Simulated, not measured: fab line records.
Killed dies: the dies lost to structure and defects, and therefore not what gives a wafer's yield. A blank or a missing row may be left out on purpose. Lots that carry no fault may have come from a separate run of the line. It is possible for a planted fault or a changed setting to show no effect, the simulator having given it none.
fab line records | flow n5_finfet
record: lots: 7 wafers: 18 last_day: 17
route steps=1938 shown BEOL_M12@1625 PASSIVATION@1936
lots that met no fault: from a run of the same line without faults
start_h: hours from the record's first day to the start of the lot's first wafer shown | wait_h: hours from the lot's prior step to this one | " repeats the value in the row above | L1.1+2: a single row standing in for several wafers | - value missing, or start not given | * or withheld: withheld | < > ~ a bound
route shown NAME@n: NAME is a module with steps in the file, n the number in the route of the first one | usual: mean/standard deviation taken from wafers without a fault | same: alike in all rows | chamber/n: place in a boat | sites: each site's reading | _std_site: standard deviation across them | _edge_site: inner sites' mean taken away from outer sites' mean | radius_mm: for every site, how far away it sits from the centre of the wafer | mask NAME#n: copy n | behind: the tool/chamber that last shaped the wafer | hold: cause of the lot's hold/its duration in hours/its outcome | device: the n, p or np transistor that did not switch | end of line: the tests these same wafers got at the end of their route | where a step has no rows: the recipe by itself | killed: dies lost to structure and defects at the first sort, not the wafer's yield | map: a wafer's dies, x killed, . not, _ none there
set.NAME: the setting the step ran with; set.NAME@STEP: the setting that earlier step ran with | model.NAME: the simulator's own value behind a step, which no gauge read
a table for each step, a row for each wafer; lots at some steps of the route
services: the hour from which a tool's chamber was out of use, counted from the record's first day as start_h (under 0 if before that day), plus the number of hours and why
== steps ==
step: N5_BEOL_M12_COAT_22
recipe: spin_rpm: 2888 resist_thk_nm: 300
step: N5_BEOL_M12_EBR_24
recipe: solvent: PGMEA ebr_width_mm: 1.5
step: N5_BEOL_M12_SOFTBAKE_23
recipe: temp_c: 130 time_s: 60
step: N5_BEOL_M12_EXPOSE_25
recipe: mask_id: M12 na: 0.93 source_shape: conventional sigma_outer: 0.4 polarization: unpolarized dose_mj: 21.8
step: N5_BEOL_M12_PEB_26
recipe: peb_temp_c: 130 peb_time_s: 90
step: N5_BEOL_M12_DEVELOP_27
recipe: develop_time_s: 45 rinse_liquid: diw dry: air_spin dev_temp_c: 21
step: N5_BEOL_M12_HARDBAKE_32
recipe: temp_c: 130 time_s: 120
step: N5_BEOL_M12_CD_MEAS_28
recipe: target_cd_nm: 160.2 landing_energy_ev: 500 detector: se_inlens polarity: opening
usual: cd_nm: 161.1/1.6
same: landing_energy_ev: 500
columns lot.wafer tool chamber start_h wait_h cd_nm
L519.2 cd_sem-01 0 289.79 - 161.7
L519.5 " 0 " " 159.1
L519.6 " 0 " " 161.9
L520.3 cd_sem-02 0 297.48 - 162.4
L520.5 " 0 " " 161.7
L520.6 " 0 " " 159.2
L522.1 cd_sem-01 0 306.55 - 161.1
L522.3 " 0 " " 162.8
L522.6 " 0 " " 159.5
L526.4 cd_sem-03 0 341.22 - 160.6
L526.6 " 0 " " 162.2
L529.4 cd_sem-02 0 350.94 - 160.0
L529.5 " 0 " " 161.6
L531.3 cd_sem-03 0 354.69 - 159.9
L531.6 " 0 " " 160.9
L533.1 cd_sem-03 0 369.39 - 166.0
L533.2 " 0 " " 162.6
L533.5 " 0 " " 164.0
step: N5_BEOL_M12_OVL_MEAS_29
recipe: points_per_wafer: 44
usual: M12_OVL: 0/5
columns lot.wafer tool chamber start_h wait_h M12_OVL[nm]
L519.2 overlay-02 0 289.82 0.0 0
L519.5 " 0 " " -2
L519.6 " 0 " " 4
L520.3 overlay-02 0 297.51 0.0 -9
L520.5 " 0 " " -10
L520.6 " 0 " " -4
L522.1 overlay-01 0 306.58 0.0 -2
L522.3 " 0 " " -1
L522.6 " 0 " " 1
L526.4 overlay-02 0 341.24 0.0 8
L526.6 " 0 " " 7
L529.4 overlay-01 0 350.97 0.0 1
L529.5 " 0 " " 9
L531.3 overlay-01 0 354.72 0.0 -4
L531.6 " 0 " " 1
L533.1 overlay-01 0 369.42 0.0 1
L533.2 " 0 " " 11
L533.5 " 0 " " 3
step: N5_BEOL_M12_INSPECT_30
recipe: mode: adi inspect_instrument: macro
usual: raw_defect_count: 2.1/1.4
columns lot.wafer tool chamber start_h wait_h raw_defect_count
L519.2 defect_inspect-01 - 289.84 0.0 2
L519.5 " - " " 3
L519.6 " - " " 1
L520.3 defect_inspect-02 - 297.53 0.0 5
L520.5 " - " " 2
L520.6 " - " " 0
L522.1 defect_inspect-01 - 306.61 0.0 2
L522.3 " - " " 2
L522.6 " - " " 1
L526.4 defect_inspect-02 - 341.27 0.0 3
L526.6 " - " " 1
L529.4 defect_inspect-02 - 350.99 0.0 3
L529.5 " - " " 2
L531.3 defect_inspect-02 - 354.74 0.0 2
L531.6 " - " " 1
L533.1 defect_inspect-01 - 369.45 0.0 1
L533.2 " - " " 7
L533.5 " - " " 3
step: N5_BEOL_M12_DESCUM_33
recipe: chemistry: O2 time_s: 7.9 source_power_w: 50 bias_power_w: 20 pressure_mtorr: 20 rf_frequency_hz: 2.712e+07 temp_c: 40 o2_flow_sccm: 225
usual: chamber_pressure_mTorr: 20.000/0.018 drypump_motor_current_A: 5.6/0.49 oes_product_au: 0.85/0.07 rf_vpp_V: 243.0/1 showerhead_plenum_p_Torr: 2.09/0.05 throttle_valve_pct: 20.46/0.15
columns lot.wafer tool chamber start_h wait_h chamber_pressure_mTorr drypump_motor_current_A oes_product_au rf_hours_counter_h rf_vpp_V showerhead_plenum_p_Torr throttle_valve_pct
L519.2 rie_diel-03 0 289.93 0.1 20.021 6.3 0.90 42 242.8 2.04 20.46
L519.5 " 3 " " 20.020 5.5 0.87 - 244.8 2.15 20.49
L519.6 " 2 " " 19.998 5.8 0.83 - 242.7 2.14 20.47
L520.3 rie_diel-06 2 297.80 0.3 20.005 4.7 0.88 36 243.2 2.06 20.59
L520.5 " 1 " " 19.992 5.9 0.93 - 242.4 2.05 20.48
L520.6 " 2 " " 19.974 4.7 0.87 - 243.2 2.06 20.59
L522.1 rie_diel-06 1 306.64 0.0 19.976 5.9 0.92 17 243.0 2.05 20.52
L522.3 " 0 " " 19.989 5.3 0.82 81 243.1 2.11 20.12
L522.6 " 0 " " 20.033 5.3 0.81 - 244.1 2.11 20.11
L526.4 rie_diel-03 1 341.46 0.2 20.009 5.9 0.84 72 240.6 2.04 20.47
L526.6 " 3 " " 20.017 5.5 0.87 - 243.3 2.14 20.50
L529.4 rie_diel-03 3 351.03 0.0 20.001 5.5 0.84 47 243.6 2.14 20.50
L529.5 " 3 " " 19.986 5.5 0.85 - 244.2 2.14 20.49
L531.3 rie_diel-03 0 354.78 0.0 19.969 6.3 0.87 67 241.9 2.03 20.50
L531.6 " 1 " " 20.018 5.9 0.85 - 242.7 2.04 20.45
L533.1 rie_diel-06 2 369.48 0.0 20.012 4.7 0.84 64 241.2 2.05 20.63
L533.2 " 3 " " 20.020 4.8 0.92 18 243.4 2.16 20.47
L533.5 " 3 " " 19.988 4.8 0.92 - 242.5 2.16 20.46
step: N5_BEOL_M12_ETCH_67
recipe: chemistry: CF4 target: SiARC target_depth_a: 1430 time_s: 238.3 ion_energy_ev: 80 pressure_mtorr: 40 source_w: 545 bias_w: 36 Ar_flow_sccm: 100 cf4_flow_sccm: 100 ends: cleared
usual: chamber_pressure_mTorr: 40.00/0.034 drypump_motor_current_A: 5.6/0.49 etch_rf_on_time_s: 241/8.2 mfc_ar_sccm: 100.0/0.31 oes_product_au: 0.72/0.055 rf_vpp_V: 183.9/1.1 showerhead_plenum_p_Torr: 2.13/0.044 throttle_valve_pct: 15.55/0.17
columns lot.wafer tool chamber start_h wait_h chamber_pressure_mTorr drypump_motor_current_A etch_rf_on_time_s mfc_ar_sccm oes_product_au rf_hours_counter_h rf_vpp_V showerhead_plenum_p_Torr throttle_valve_pct
L519.2 rie_diel-03 0 289.96 0.0 39.92 6.3 247 99.9 0.74 42 183.9 2.12 15.76
L519.5 " 3 " " 40.00 5.5 250 99.9 0.75 - 185.9 2.18 15.50
L519.6 " 2 " " 40.01 5.8 234 99.8 0.72 - 183.4 2.15 15.33
L520.3 rie_diel-06 2 297.84 0.0 39.98 4.7 237 99.7 0.74 36 184.2 2.10 15.58
L520.5 " 1 " " 39.99 6.0 250 100.4 0.77 - 183.3 2.11 15.58
L520.6 " 2 " " 40.02 4.7 235 99.6 0.75 - 183.7 2.10 15.56
L522.1 rie_diel-06 1 306.68 0.0 39.99 5.9 251 99.8 0.77 17 182.6 2.10 15.59
L522.3 " 0 " " 40.04 5.3 231 100.4 0.72 81 183.6 2.18 15.37
L522.6 " 0 " " 39.99 5.2 233 100.0 0.71 - 184.2 2.18 15.38
L526.4 rie_diel-03 1 341.50 0.0 40.03 5.9 234 99.9 0.71 72 183.0 2.06 15.48
L526.6 " 3 " " 39.97 5.5 248 99.9 0.72 - 184.0 2.17 15.53
L529.4 rie_diel-03 3 351.06 0.0 39.96 5.5 251 100.1 0.71 47 183.6 2.17 15.53
L529.5 " 3 " " 39.95 5.5 249 100.5 0.71 - 184.5 2.17 15.54
L531.3 rie_diel-03 0 354.81 0.0 40.05 6.3 249 100.0 0.71 67 182.8 2.11 15.80
L531.6 " 1 " " 39.98 5.9 230 99.9 0.72 - 184.3 2.06 15.50
L533.1 rie_diel-06 2 369.51 0.0 40.01 4.7 235 100.0 0.71 64 182.8 2.09 15.62
L533.2 " 3 " " 39.97 4.8 243 99.3 0.77 18 185.4 2.19 15.49
L533.5 " 3 " " 39.95 4.8 240 100.1 0.78 - 184.0 2.19 15.48
step: N5_BEOL_M12_ETCH_68
recipe: chemistry: N2/H2 target: SOC mask_material: SiARC source_w: 3000 bias_w: 350 temp_c: 40 time_s: 285 ion_energy_ev: 200 pressure_mtorr: 30 n2_flow_sccm: 200 h2_flow_sccm: 200
usual: chamber_pressure_mTorr: 30.002/0.025 drypump_motor_current_A: 5.6/0.49 oes_product_au: 0.85/0.07 rf_vpp_V: 523.3/1.7 showerhead_plenum_p_Torr: 2.53/0.068 throttle_valve_pct: 17.78/0.16
columns lot.wafer tool chamber start_h wait_h chamber_pressure_mTorr drypump_motor_current_A oes_product_au rf_hours_counter_h rf_vpp_V showerhead_plenum_p_Torr throttle_valve_pct model.SiARC_of_BEOL_M12_COAT_66.thk_nm
L519.2 rie_diel-03 0 290.11 0.1 29.978 6.3 0.89 42 520.8 2.49 17.88 85.4
L519.5 " 3 " " 29.989 5.5 0.87 - 524.7 2.62 17.94 86.6
L519.6 " 2 " " 30.022 5.8 0.84 - 524.2 2.59 17.92 85.4
L520.3 rie_diel-06 2 297.98 0.1 29.968 4.7 0.88 36 522.8 2.47 17.63 85.4
L520.5 " 1 " " 29.987 5.9 0.94 - 523.4 2.46 17.61 85.4
L520.6 " 2 " " 30.004 4.7 0.88 - 521.6 2.47 17.63 84.6
L522.1 rie_diel-06 1 306.82 0.1 29.986 5.9 0.92 18 521.6 2.46 17.60 86.4
L522.3 " 0 " " 30.035 5.3 0.82 81 525.4 2.58 17.63 86.6
L522.6 " 0 " " 29.979 5.3 0.82 - 524.8 2.58 17.63 86.8
L526.4 rie_diel-03 1 341.64 0.1 29.996 5.9 0.85 72 522.0 2.46 17.67 78.4
L526.6 " 3 " " 30.004 5.5 0.86 - 526.0 2.61 17.97 86
L529.4 rie_diel-03 3 351.21 0.1 29.968 5.5 0.85 48 524.2 2.61 17.97 79.6
L529.5 " 3 " " 29.996 5.5 0.85 - 525.6 2.61 17.99 86.6
L531.3 rie_diel-03 0 354.96 0.1 30.063 6.3 0.86 67 521.8 2.48 17.91 79.2
L531.6 " 1 " " 30.069 5.9 0.83 - 522.3 2.45 17.69 85.6
L533.1 rie_diel-06 2 369.66 0.1 30.003 4.7 0.85 64 521.9 2.46 17.69 85.6
L533.2 " 3 " " 30.048 4.8 0.93 18 524.1 2.60 17.59 86
L533.5 " 3 " " 30.043 4.8 0.92 - 522.9 2.60 17.59 85.8
step: N5_BEOL_M12_STRIP_69
recipe: chemistry: N2/H2 temp_c: 40 n2_flow_sccm: 200 h2_flow_sccm: 200 rf_frequency_hz: 6e+07
step: N5_PASSIVATION_PROBE_49
usual: defect_limited_yield: 91.3/1.4 killed_at_M0_to_M3: 32/9.5 killed_at_M4_up: 14/5.2 killed_at_contacts: 13/5.7 killed_at_front_end: 41/12 killed_at_other: 3.5/2.6 killed_dies: 103/17 killed_open: 68/14 killed_short: 32/7 sort_bin_5_function: 5.0/0.91 sort_bin_6_memory: 3.3/0.7 sort_n_pass: 1076/17 sort_yield_pct: 91.2/1.4
same: gross_dies: 1180 killed_at_back_side: 0 sort_bin_4_leakage[%]: 0 sort_bin_8_speed[%]: 0
columns lot.wafer tool chamber start_h wait_h defect_limited_yield[%] killed_at_M0_to_M3 killed_at_M4_up killed_at_contacts killed_at_front_end killed_at_other killed_dies killed_open killed_short sort_bin_5_function[%] sort_bin_6_memory[%] sort_n_pass sort_yield_pct[%]
L520.3 prober-01 - 331.27 0.1 92.9 18 17 4 37 8 84 48 36 4.4 2.4 1096 92.9
L520.5 prober-01 - 331.37 0.2 91.4 20 12 7 63 0 102 72 29 4.1 4.3 1078 91.4
L520.6 prober-01 - 331.42 0.3 92.1 24 12 15 39 3 93 71 22 5.3 2.6 1087 92.1
L519.5 prober-02 - 331.45 0.2 91.4 21 16 10 53 1 101 56 44 4.7 3.4 1079 91.4
L526.4 prober-02 - 372.46 0.2 89.4 50 27 6 42 0 125 94 30 6.6 3.7 1055 89.4
L526.6 prober-02 - 372.56 0.3 91.4 35 15 16 36 0 102 60 33 4.6 3.0 1078 91.4
L529.5 prober-01 - 390.10 0.2 91.2 35 9 9 42 9 104 58 34 4.7 2.9 1076 91.2
L531.3 prober-02 - 390.78 0.1 89.5 53 16 10 39 6 124 85 35 5.6 4.2 1056 89.5
L531.6 prober-02 - 390.93 0.3 90.2 43 8 18 43 4 116 87 29 5.5 3.9 1064 90.2
L533.1 prober-02 - 408.80 0.0 93.0 36 13 19 13 2 83 61 20 4.3 2.5 1097 93.0
L533.2 prober-02 - 408.85 0.1 90.5 55 10 20 24 3 112 84 24 5.2 3.9 1068 90.5
L533.5 prober-02 - 409.00 0.2 90.8 38 16 16 35 4 109 64 33 5.8 2.2 1071 90.8
killed by level:class
L520.3 STI_FIN_REVEAL:geometric_particle:open=9 FIN_SAQP:geometric_particle:open=6 FIN_SAQP:geometric_particle:short=6 BEOL_M0_SAQP:geometric_particle:short=5 BEOL_M0_SAQP:geometric_particle:open=4 BEOL_M4:geometric_particle:open=4 STI_FIN_REVEAL:geometric_particle:short=3 MOL_CONTACT_COAG:geometric_particle:short=3
L520.5 STI_FIN_REVEAL:geometric_particle:open=23 FIN_SAQP:geometric_particle:short=11 FIN_SAQP:geometric_particle:open=9 BEOL_M1:geometric_particle:open=7 BEOL_M4:geometric_particle:open=7 STI_FIN_REVEAL:geometric_particle:short=6 MOL_CONTACT_COAG:geometric_particle:open=6 BEOL_M3:geometric_particle:open=6
L520.6 MOL_CONTACT_COAG:geometric_particle:open=14 BEOL_M1:geometric_particle:open=13 FIN_SAQP:geometric_particle:short=12 STI_FIN_REVEAL:geometric_particle:open=11 FIN_SAQP:geometric_particle:open=8 BEOL_M0_SAQP:geometric_particle:open=6 BEOL_M5:geometric_particle:open=6 BEOL_M4:geometric_particle:open=5
L519.5 FIN_SAQP:geometric_particle:open=19 FIN_SAQP:geometric_particle:short=16 MOL_CONTACT_COAG:geometric_particle:open=8 BEOL_M4:geometric_particle:open=8 BEOL_M0_SAQP:geometric_particle:short=5 BEOL_M2:geometric_particle:short=5 BEOL_M0_SAQP:geometric_particle:open=4 STARTING-WAFER:geometric_particle:short=4
L526.4 STI_FIN_REVEAL:geometric_particle:open=15 BEOL_M4:geometric_particle:open=13 BEOL_M0_SAQP:geometric_particle:open=13 BEOL_M1:geometric_particle:open=11 FIN_SAQP:geometric_particle:open=7 MOL_CONTACT_COAG:geometric_particle:open=6 BEOL_M2:geometric_particle:open=6 BEOL_M5:geometric_particle:open=6
L526.6 MOL_CONTACT_COAG:geometric_particle:open=13 BEOL_M0_SAQP:geometric_particle:short=11 BEOL_M0_SAQP:geometric_particle:open=9 HKMG_FIN:area_etch=9 BEOL_M4:geometric_particle:open=8 FIN_SAQP:geometric_particle:open=5 STI_FIN_REVEAL:geometric_particle:open=5 FIN_SAQP:geometric_particle:short=4
L529.5 HKMG_FIN:area_etch=12 BEOL_M2:geometric_particle:open=9 MOL_CONTACT_COAG:geometric_particle:open=7 FIN_SAQP:geometric_particle:short=6 BEOL_M0_SAQP:geometric_particle:open=6 BEOL_M0_SAQP:geometric_particle:short=6 BEOL_M3:geometric_particle:short=6 STARTING-WAFER:geometric_particle:open=5
L531.3 BEOL_M3:geometric_particle:open=15 BEOL_M0_SAQP:geometric_particle:short=12 MOL_CONTACT_COAG:geometric_particle:open=10 BEOL_M0_SAQP:geometric_particle:open=10 FIN_SAQP:geometric_particle:open=9 BEOL_M4:geometric_particle:open=8 DUMMY_GATE:geometric_particle:open=7 BEOL_M2:geometric_particle:open=7
L531.6 BEOL_M3:geometric_particle:open=17 MOL_CONTACT_COAG:geometric_particle:open=16 DUMMY_GATE:geometric_particle:open=9 FIN_SAQP:geometric_particle:open=8 GATE_CUT:geometric_particle:short=7 BEOL_M2:geometric_particle:open=7 BEOL_M4:geometric_particle:open=6 STI_FIN_REVEAL:geometric_particle:open=5
L533.1 MOL_CONTACT_COAG:geometric_particle:open=17 BEOL_M1:geometric_particle:open=9 BEOL_M2:geometric_particle:open=8 BEOL_M0_SAQP:geometric_particle:open=6 BEOL_M4:geometric_particle:open=5 STI_FIN_REVEAL:geometric_particle:open=4 BEOL_M1:geometric_particle:short=4 BEOL_M3:geometric_particle:open=4
L533.2 MOL_CONTACT_COAG:geometric_particle:open=18 BEOL_M2:geometric_particle:open=15 BEOL_M1:geometric_particle:open=9 BEOL_M0_SAQP:geometric_particle:open=8 BEOL_M0_SAQP:geometric_particle:short=7 GATE_CUT:geometric_particle:open=5 BEOL_M2:geometric_particle:short=5 BEOL_M3:geometric_particle:open=4
L533.5 BEOL_M2:geometric_particle:open=11 MOL_CONTACT_COAG:geometric_particle:open=10 BEOL_M0_SAQP:geometric_particle:short=8 HKMG_FIN:area_etch=8 STI_FIN_REVEAL:geometric_particle:open=7 BEOL_M1:geometric_particle:open=7 BEOL_M4:geometric_particle:open=7 GATE_CUT:geometric_particle:short=6
== services ==
columns tool chamber start_h hours kind
rie_diel-06 3 296.00 - clean
rie_diel-06 3 296.00 - consumable_replace:focus_ring
rie_diel-06 3 296.00 26.2 scheduled_down
rie_diel-06 3 296.00 26.2 vent_cycle
== key ==
first_sign none at tools or gauges
model_effect: step: N5_BEOL_M12_ETCH_68 value: SiARC_of_BEOL_M12_COAT_66.thk_nm without: 85.67 struck: 79.07
met_at N5_BEOL_M12_ETCH_68
struck_wafers L526.4,L529.4,L531.3
baseline_loss: step: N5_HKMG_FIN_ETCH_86 wafers: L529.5
onset_between 290.11 341.64
fault: kind: process_parameter_drift tool: rie_diel-03 chamber: - onset_h: 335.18 steps: N5_BEOL_M12_ETCH_68 channel: target_depth_a offset: 1548.7 shape: step end_h: 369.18 scope: struck_wafers_only acts_in: these_recipes_only stated: 5700
baseline_loss: these wafers lose ten dies or more at that step, a loss of the line's own and not of a fault; the sort's usual values leave them out
